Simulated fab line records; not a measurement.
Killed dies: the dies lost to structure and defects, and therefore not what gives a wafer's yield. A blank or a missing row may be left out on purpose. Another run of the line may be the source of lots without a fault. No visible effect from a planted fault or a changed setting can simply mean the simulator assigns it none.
Split-lot trial -- flow n5Finfet -- 39 wafers read across 7 lots, on a route 1938 steps long

## ON THE SPLIT
At N5_MOL_CONTACT_COAG_SPUTTER_143 (material Co, target thk 2.5 nm), the setting targetThkA was moved away from the recipe's 25 angstrom on 15 of the 39 wafers read, by -52.2% to +56.8%. For the rest of the wafers, this setting stayed at what the recipe calls for.

The reading is taken at the split's own step.

## THE READING
Co_of_MOL_CONTACT_COAG_SPUTTER_143.thkNm (the simulator's own value, which no gauge read), in nm, at N5_MOL_CONTACT_COAG_SPUTTER_143 (material Co, target thk 2.5 nm). There is no usual value for it anywhere in the file. Across the 24 wafers here that went through the recipe, the average is 2.4 nm and the standard deviation 0.081 nm.

wafer,"tool, chamber at the split","targetThkA as run, angstrom",against the recipe,"Co_of_MOL_CONTACT_COAG_SPUTTER_143.thkNm, nm",against lot-mates on the recipe
L074.1,"pvdSputter-02, -",25,recipe,2.4,-
L074.5,"pvdSputter-02, -",25,recipe,2.4,-
L074.6,"pvdSputter-02, -",25,recipe,2.4,-
L074.2,"pvdSputter-02, -",18.98,-24.1%,1.8,-0.6
L074.3,"pvdSputter-02, -",18.98,-24.1%,1.8,-0.6
L074.4,"pvdSputter-02, -",18.98,-24.1%,1.8,-0.6
L078.1,"pvdSputter-01, -",39.21,+56.8%,4,+1.5
L078.2,"pvdSputter-01, -",39.21,+56.8%,4,+1.5
L078.6,"pvdSputter-01, -",39.21,+56.8%,4,+1.5
L078.3,"pvdSputter-01, -",25,recipe,2.6,-
L078.4,"pvdSputter-01, -",25,recipe,2.6,-
L078.5,"pvdSputter-01, -",25,recipe,2.4,-
L079.1,"pvdSputter-02, -",25,recipe,2.4,-
L079.3,"pvdSputter-02, -",25,recipe,2.4,-
L079.5,"pvdSputter-02, -",25,recipe,2.4,-
L079.2,"pvdSputter-02, -",34.72,+38.9%,3.4,+1.0
L079.4,"pvdSputter-02, -",34.72,+38.9%,3.4,+1.0
L079.6,"pvdSputter-02, -",34.72,+38.9%,3.4,+1.0
L080.1,"pvdSputter-03, -",25,recipe,2.4,-
L080.2,"pvdSputter-03, -",30.14,+20.6%,3,+0.5
L080.3,"pvdSputter-03, -",30.14,+20.6%,3,+0.5
L080.4,"pvdSputter-03, -",30.14,+20.6%,3,+0.5
L080.5,"pvdSputter-03, -",25,recipe,2.6,-
L080.6,"pvdSputter-03, -",25,recipe,2.6,-
L083.1,"pvdSputter-03, -",25,recipe,2.4,-
L083.2,"pvdSputter-03, -",25,recipe,2.4,-
L083.3,"pvdSputter-03, -",25,recipe,2.4,-
L083.4,"pvdSputter-03, -",25,recipe,2.4,-
L083.5,"pvdSputter-03, -",25,recipe,2.4,-
L083.6,"pvdSputter-03, -",25,recipe,2.4,-
L094.2,"pvdSputter-02, -",25,recipe,2.4,-
L094.4,"pvdSputter-02, -",25,recipe,2.4,-
L094.6,"pvdSputter-02, -",25,recipe,2.4,-
L095.1,"pvdSputter-03, -",25,recipe,2.4,-
L095.4,"pvdSputter-03, -",25,recipe,2.4,-
L095.2,"pvdSputter-03, -",11.95,-52.2%,1.2,-1.3
L095.6,"pvdSputter-03, -",11.95,-52.2%,1.2,-1.3
L095.3,"pvdSputter-03, -",11.95,-52.2%,1,-1.5
L095.5,"pvdSputter-03, -",25,recipe,2.6,-

FIT RESULTS
A straight line over all 39 wafers: Co_of_MOL_CONTACT_COAG_SPUTTER_143.thkNm changes by +0.0261 nm for each +1% of targetThkA; r = +0.99; the points scatter about the line by 0.077 nm.
The same after taking each lot's own level away (the mean of its wafers on the recipe; 39 wafers): +0.0255 nm for each +1%; r = +1.00; scatter 0.057 nm.
According to that fit, moving targetThkA by its largest amount changes the reading by 1.4 nm.
The span of the lots' own levels, 2.40 to 2.53 nm, comes to 1.6 times the standard deviation stated above.
So the lot-to-lot level changes the slope little: the two slopes agree.
Check: +1.44 nm against its lot-mates is what the line predicts for one of the wafers moved furthest among these (+56.8%) when that wafer is left out of the fit. Against them it came out at +1.47 nm.

## FURTHER SPLITS ON THESE WAFERS
Other splits were also applied to these wafers ahead of the reading. Each is held against what the fit with the lots' levels taken away leaves over:
other split on the same wafers,wafers away from the commonest value,r with Co_of_MOL_CONTACT_COAG_SPUTTER_143.thkNm (lot level and that fit taken away)
N5_ZERO_LAYER_DEVELOP_10 developTimeS,15,+0.09
N5_FIN_SAQP_SPACER2_ALD_28 targetThkA,15,-0.13
N5_SDB_ETCH_25 timeS,12,+0.16

## THE FILE'S OWN FIT
Co_of_MOL_CONTACT_COAG_SPUTTER_143.thkNm changes by +0.0255 nm for each +1% of targetThkA, r = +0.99.
